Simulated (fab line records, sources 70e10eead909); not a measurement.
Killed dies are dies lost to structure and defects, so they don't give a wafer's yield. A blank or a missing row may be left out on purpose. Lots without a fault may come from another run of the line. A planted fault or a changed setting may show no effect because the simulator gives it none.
Which tool did it? | flow nand_harc | 11 lots, 33 wafers sampled, at 2 steps of a route of 1302

WHAT THE GAUGES READ, wafer by wafer
NHARC_A_CHANNEL_FILL_D1_INSPECT_13.
lot  | measured     | on                | raw_defect_count
L494 | day 12 05:19 | defect_inspect-02 | 230 424 416
L495 | day 12 08:13 | defect_inspect-01 | 402 168 229
L503 | day 15 23:41 | defect_inspect-02 | 444 271 228
L505 | day 17 05:42 | defect_inspect-01 | 305 184 353
L506 | day 17 05:42 | defect_inspect-02 | 314 370 320
L508 | day 17 17:29 | defect_inspect-02 | 347 231 298
L507 | day 17 17:29 | defect_inspect-01 | 210 212 291
L509 | day 18 13:47 | defect_inspect-01 | 352 221 393
L510 | day 18 17:26 | defect_inspect-01 | 309 695 264
L513 | day 20 05:07 | defect_inspect-02 | 179 324 284
L514 | day 20 08:46 | defect_inspect-02 | 215 294 381

WHICH TOOL RAN EACH LOT (tool, then ch and the chambers of the sampled wafers, then the start)
lot  | NHARC_A_CHANNEL_HOLE_D1_ETCH_24
L494 | har_etch-01 ch 0,1, day 9 22:25
L495 | har_etch-01 ch 0, day 10 04:02
L503 | har_etch-01 ch 0,1, day 13 19:44
L505 | har_etch-01 ch 0,1, day 15 01:46
L506 | har_etch-02 ch 0,1, day 15 02:17
L508 | har_etch-02 ch 0,1, day 15 12:50
L507 | har_etch-01 ch 1, day 15 13:44
L509 | har_etch-01 ch 0,1, day 16 05:29
L510 | har_etch-02 ch 0,1, day 16 09:30
L513 | har_etch-02 ch 0, day 18 00:37
L514 | har_etch-01 ch 0,1, day 18 04:50
- NHARC_A_CHANNEL_HOLE_D1_ETCH_24: etches the open film in C4F8/O2/Ar, time 906.2 s, target depth 1500 nm.

THE ANSWER, worked out from the rows above alone
Rule: what is usual is taken from the lots themselves. Put in order of their means at a reading, lots are off if they are a third of the lots or fewer, leave a main group of 4 or more, and stand apart from it by a gap of 3 or more times the standard deviation of the main group's means; of several such gaps the widest counts. A main group whose means are all the same, to the digits that the tables above print for the reading, isn't used. A lot without any number at a reading at which 4 lots or more have one is off too. The other lots that the step has rows for count as sound.
No lot is off at any reading shown: from this, nothing can be told.

WHAT THE SIMULATOR HAD PUT IN
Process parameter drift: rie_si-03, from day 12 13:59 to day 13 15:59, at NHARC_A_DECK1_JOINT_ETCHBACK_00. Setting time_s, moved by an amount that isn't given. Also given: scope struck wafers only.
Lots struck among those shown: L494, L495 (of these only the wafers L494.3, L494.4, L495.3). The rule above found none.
